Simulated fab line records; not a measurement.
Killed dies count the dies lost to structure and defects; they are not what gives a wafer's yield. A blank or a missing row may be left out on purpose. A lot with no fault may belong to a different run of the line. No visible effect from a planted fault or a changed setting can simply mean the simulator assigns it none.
Problem report, 8D (eight disciplines) form, completed by code :: flow n5-finfet :: the parts of the form that need people (team, actions taken, sign-off) are left out

1. THE ISSUE
At N5_BEOL_M2_ETCH_63, etch-rf-on-time-s averages 15.0 s over 3 wafers from 3 lots, while fault-free wafers read 25.8 s, standard deviation 0.93. Measured from the usual mean, that is -12 standard deviations.
The step: etches SiARC in CF4, target depth 15.6 nm, time 26 s.
First seen on wafer L793.3, day 11 20:14, on rie-diel-04. The record holds 28 wafers of 10 lots with a number at this step. The rule behind "out" and "out of limits": a value lying over 4 standard deviations away from the usual mean. The other wafers with a number count as sound.

2. WHAT IT IS; WHAT IT IS NOT
question: which readings at this step
is: etch-rf-on-time-s
is not: bias-w, drypump-motor-current-A, rf-vpp-V, showerhead-plenum-p-Torr, throttle-valve-pct

question: which lots
is: L790, L793, L796
is not: L777, L778, L780, L781, L782, L791, L797

question: which wafers of those lots
is: L790.3, L793.3, L796.3
is not: L790.2, L793.1, L793.6, L796.2

question: read on which tools
is: rie-diel-04
is not: rie-diel-02, rie-diel-03

question: when
is: from day 11 20:14
is not: up to then (23 sound wafers); but 2 sound wafers of L790, L796 came after

3. WHAT RULES OUT EACH SUSPECT
Counting: a tool at a process step up to the reading stays a suspect if it ran every lot that is out. Sound lots after the first of them don't rule it out here, since some wafers of a struck lot are sound.
- rie-diel-04 at N5_BEOL_M2_ETCH_63 (etches SiARC in CF4, target depth 15.6 nm, time 26 s): kept. It ran every lot that is out, first L793 (day 11 20:14); its last sound lot up to then is L797 (day 11 19:37). On those wafers its own readings are out: etch-rf-on-time-s.
Left after counting: rie-diel-04 at N5_BEOL_M2_ETCH_63.

4. THE CAUSE (what the simulator had put in)
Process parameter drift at N5_BEOL_M2_ETCH_63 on rie-diel-04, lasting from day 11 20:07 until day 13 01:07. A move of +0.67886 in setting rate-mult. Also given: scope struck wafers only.
The count eliminated every tool but this one.

5. THE CHAIN OF EFFECTS, in route order
Rows list readings where the struck wafers' mean (over those with a number) sits beyond 3 standard deviations from the usual. Only readings for which the record gives a usual standard deviation are gone through. hours: the time from each lot's start at the first step in this table that gives one to its start at this step, as a median over the lots. sigmas: the change in usual standard deviations.
hours: 0
step: N5_BEOL_M2_ETCH_63
reading: etch-rf-on-time-s
usual: 25.8 s
on struck wafers: 15.0
change: -10.8
sigmas: -12

hours: 0
step: N5_BEOL_M2_ETCH_63
reading: oes-product-au
usual: 0.69 a.u.
on struck wafers: 0.95
change: +0.26
sigmas: +3.6
It contains these process steps:
- N5_BEOL_M2_ETCH_63: etches SiARC in CF4, target depth 15.6 nm, time 26 s.
At these later measuring or inspecting steps, every struck wafer for which the step has a row has a number for every such reading, and none has moved that far: N5_BEOL_M2_CD_MEAS_18, N5_BEOL_M4_RC_MEAS_101.

6. WHAT WOULD HAVE CAUGHT IT SOONER
0 hours passed between the start of the fault at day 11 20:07 and the first reading out of limits in this record, taken at day 11 20:14.
